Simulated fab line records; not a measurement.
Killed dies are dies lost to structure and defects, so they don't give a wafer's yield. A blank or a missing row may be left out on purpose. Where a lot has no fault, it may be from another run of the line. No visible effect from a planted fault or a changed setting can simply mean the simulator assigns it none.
A struck lot beside a sound one	flow n5_finfet	40 out of 1938 route steps
Sound: the wafers L544.4, L544.5, L544.6. Struck: wafer L533.1 (L533.2, L533.6, from the same lot, were not struck and are left out); the cause is given at the end.
At each step with rows: each side's tool, then ch and its chambers, then its first start. Under that, the readings that differ: sound wafers	struck wafers	difference of the means	sigmas: that difference in standard deviations of wafers without a fault.
alike: words and numbers the same on both sides, and readings whose means are apart by under 2 such deviations; not compared: readings that were withheld, readings missing a value for some wafer, numbers with overlapping values and no deviation given by the record, and bounds like >300 which may hide the same value.
A row with sigmas, a row that says differs or no value, or rows on one side alone: a step with any of these is where the two part. Non-overlapping numbers with no deviation appear without sigmas and do not part them. Lack of a reading on every wafer of one side parts them only where that side has two or more wafers.

first, 7 steps without rows for these wafers: N5_HKMG_FIN_STRIP_89 (strips SOC in N2/H2, time 20 s); N5_HKMG_FIN_WET_ETCH_87 (etches TiN in SC1, time 154.2 s, target depth 4.7 nm, rinse time 30 s); N5_HKMG_FIN_STRIP_88 (strips in N2/H2, time 360 s); N5_HKMG_FIN_NWFM_ALD_20 (deposits TiAlC, target thk 2 nm, pulse time 3 s, purge time 2 s); N5_HKMG_FIN_ALD_71 (deposits TiN, target thk 1 nm, pulse time 1 s, purge time 3 s); N5_HKMG_FIN_COAT_66 (time 60 s, resist thk 300 nm); N5_HKMG_FIN_ETCH_67 (etches SOC in N2/H2, stops on TiN, target depth 388.9 nm).
N5_HKMG_FIN_STRIP_90: strips SOC in N2/H2, time 20 s.
  sound on rie_diel-05 ch 0,2,3, day 9 18:29; struck on rie_diel-01 ch 2, day 6 10:59
  alike: bias_power_w, drypump_motor_current_A, oes_product_au, rf_fwd_power_W, rf_vpp_V, showerhead_plenum_p_Torr, throttle_valve_pct
  not compared: rf_hours_counter_h
then, 4 steps without rows for these wafers: N5_HKMG_FIN_WET_ETCH_73 (etches the open film in SC1, time 42.3 s, target depth 1.3 nm, rinse time 30 s); N5_HKMG_FIN_ETCHBACK_68 (etches the open film in Cl2/Ar, stops on HfO2, target depth 0.5 nm); N5_HKMG_FIN_STRIP_69 (strips in N2/H2, time 360 s); N5_HKMG_FIN_ALD_21 (deposits TiN, target thk 1.5 nm, pulse time 1 s, purge time 3 s).
N5_HKMG_FIN_ALD_72: deposits W, target thk 2 nm, pulse time 1 s, purge time 2 s.
  sound on cvd_w-01 ch 0,1, day 9 19:34; struck on cvd_w-02 ch 1, day 6 12:02
  alike: heater_power_w, precursor_pulse_height_rel
then, 4 steps without rows for these wafers: N5_HKMG_FIN_W_FILL_22 (material W, target thk 60 nm, time 18.2 s); N5_HKMG_FIN_PRECLEAN_83 (cleans in DIW, time 57.5 s); N5_HKMG_FIN_SRD_84 (dry time 32 s); N5_HKMG_FIN_CMP_23 (polishes, stops on SiNx, t overpolish 10 s, target thk 46.326 nm).
N5_HKMG_FIN_CMP_94: polishes, stops on SiNx, t overpolish 4.7 s, target thk 43.299 nm.
  sound on cmp-03 ch 0,1, day 9 20:16; struck on cmp-01 ch 3, day 6 12:41
  alike: motor_current_A, platen_rpm
N5_GATE_CUT_ETCHBACK_00: etches W in SF6/Cl2.
  sound on rie_metal-02 ch 0,1, day 9 20:32; struck on rie_metal-01 ch 1, day 6 12:57
reading	sound	struck	difference	sigmas
rf_hours_counter_h (h)	- - -	12	no value on the sound wafers	
  alike: drypump_motor_current_A, oes_product_au, rf_fwd_power_W, throttle_valve_pct
then, 3 steps without rows for these wafers: N5_GATE_CUT_ETCH_56 (etches TiN in Cl2/Ar, target depth 21.6 nm); N5_GATE_CUT_ETCHBACK_30 (etches TiN in Cl2/Ar, target depth 3 nm); N5_GATE_CUT_VAPOR_ETCH_60 (etches HfO2 in BCl3/Cl2).
N5_GATE_CUT_ETCH_58: etches SiNx in CH3F/O2, target depth 17 nm, time 128.6 s.
  sound on rie_diel-03 ch 1,2,3, day 9 20:47; struck on rie_diel-03 ch 0, day 6 13:14
  alike: CH3F_flow_sccm, drypump_motor_current_A, oes_product_au, rf_fwd_power_W, rf_vpp_V, showerhead_plenum_p_Torr, throttle_valve_pct
  not compared: rf_hours_counter_h
then, 6 steps without rows for these wafers: N5_GATE_CUT_STRIP_59 (strips in N2/H2, time 20 s); N5_GATE_CUT_PRECLEAN_31 (cleans in DIW, time 300 s); N5_GATE_CUT_SRD_32 (time 30 s); N5_GATE_CUT_SAC_CAP_01 (material SiNx, target thk 24 nm, pulse time 1 s, ald cycles 480); N5_GATE_CUT_PECVD_57 (deposits SiNx from SiH4/NH3/N2, target thk 21 nm); N5_GATE_CUT_CMP_02 (polishes, stops on SiO2, t overpolish 12.7 s, target thk 0 nm).
N5_GATE_CUT_HM_DEP_46: deposits SiO2 from TEOS/O2, target thk 130 nm, time 26.6 s.
  sound on pecvd-02 ch 0,1,2, day 9 23:44; struck on pecvd-04 ch 1, day 6 17:19
reading	sound	struck	difference	sigmas
showerhead_vpp_V (V)	1994 2094 1881	1674	-316	-3
  alike: heater_power_w, rf_fwd_power_W, showerhead_plenum_p_Torr, throttle_valve_pct
then, 9 steps without rows for these wafers: N5_GATE_CUT_COAT_34 (time 60 s, resist thk 60 nm); N5_GATE_CUT_COAT_35 (time 60 s, resist thk 10 nm); N5_GATE_CUT_COAT_27 (time 60 s, resist thk 10 nm); N5_GATE_CUT_COAT_07 (resist thk 30 nm); N5_GATE_CUT_EBR_09; N5_GATE_CUT_SOFTBAKE_08 (time 60 s); N5_GATE_CUT_EXPOSE_10 (exposes mask GATE CUT, target cd 20 nm); N5_GATE_CUT_PEB_11 (peb time 60 s); N5_GATE_CUT_DEVELOP_12 (develop time 30 s).
-- a jump in the record: the struck wafers' starts before and after are 11 days apart (it breaks off in module GATE_CUT and resumes in module PASSIVATION, where the first step shown is number 1936 of the route) --
N5_PASSIVATION_PROBE_49:
  sound on prober-02, day 19 17:47; struck on prober-02, day 18 00:19
reading	sound	struck	difference	sigmas
defect_limited_yield (%)	94.4 92.8 93.1	87.4	-6.0	-4
killed_at_front_end	38 35 35	96	+60	+5
killed_dies	66 85 81	149	+72	+4
killed_on_rim	9 10 14	28	+17	+4
sort_bin_5_function (%)	3.6 4.2 4.0	8.5	+4.6	+5
sort_n_pass	1114 1095 1099	1031	-72	-4
sort_yield_pct (%)	94.4 92.8 93.1	87.4	-6.0	-4
  alike: killed_at_M0_to_M3, killed_at_M4_up, killed_at_contacts, killed_at_other, killed_open, killed_short, sort_bin_6_memory

WHERE THEY PART
At N5_GATE_CUT_ETCHBACK_00 first; at N5_PASSIVATION_PROBE_49 last (within this record only).

WHY: what the simulator had put in
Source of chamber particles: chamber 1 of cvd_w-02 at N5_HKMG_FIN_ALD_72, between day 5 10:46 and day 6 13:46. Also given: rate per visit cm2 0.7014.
